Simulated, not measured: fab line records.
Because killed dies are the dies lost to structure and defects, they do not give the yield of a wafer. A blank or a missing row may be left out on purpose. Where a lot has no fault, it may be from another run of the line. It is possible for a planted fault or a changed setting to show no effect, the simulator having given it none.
Matching of chambers    flow n5Finfet    cvdCo-02 running N5_BEOL_M4_PRE_CLEAN_60: 3 sister chambers
The step time 15 s. 3 wafers are shown with their chamber, then 12 later ones without.

== WAFERS PAIRED WITH THEIR CHAMBERS ==
wafer   chamber  heaterPowerOuterW (W)
L089.1  2        15
L089.2  0        31
L089.3  1        30

== WAFERS WHOSE CHAMBER IS MISSING ==
wafer   heaterPowerOuterW (W)
L088.1  14
L088.5  14
L088.6  31
L091.2  31
L091.5  30
L091.6  14
L095.2  30
L095.5  31
L095.6  15
L096.4  14
L096.5  30
L096.6  32

== WHICH CHAMBER EACH WENT THROUGH ==
wafer   from the rows above      in truth
L088.1  2                        2
L088.5  2                        2
L088.6  can't be placed: 0 or 1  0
L091.2  can't be placed: 0 or 1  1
L091.5  can't be placed: 1 or 0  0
L091.6  2                        2
L095.2  can't be placed: 1 or 0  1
L095.5  can't be placed: 0 or 1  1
L095.6  2                        2
L096.4  2                        2
L096.5  can't be placed: 1 or 0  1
L096.6  can't be placed: 0 or 1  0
Correctly placed: 5 of 12. Unplaceable from these rows: 7, with the true chamber sitting among the candidates in 7. Placed wrongly: 0.
How it was worked out, from the rows above alone: a wafer's distance from a chamber is the root of the sum, over the readings, of the square of ((its reading less the chamber's mean) divided by the reading's scatter). The wafer belongs to the nearest chamber; if the next one is less than 2 further off, it can't be placed. Each chamber's mean is taken over the wafers shown for it. The scatter (one wafer shown for each chamber): square how far every hidden wafer sits from the nearest shown wafer, average those squares and take the square root.
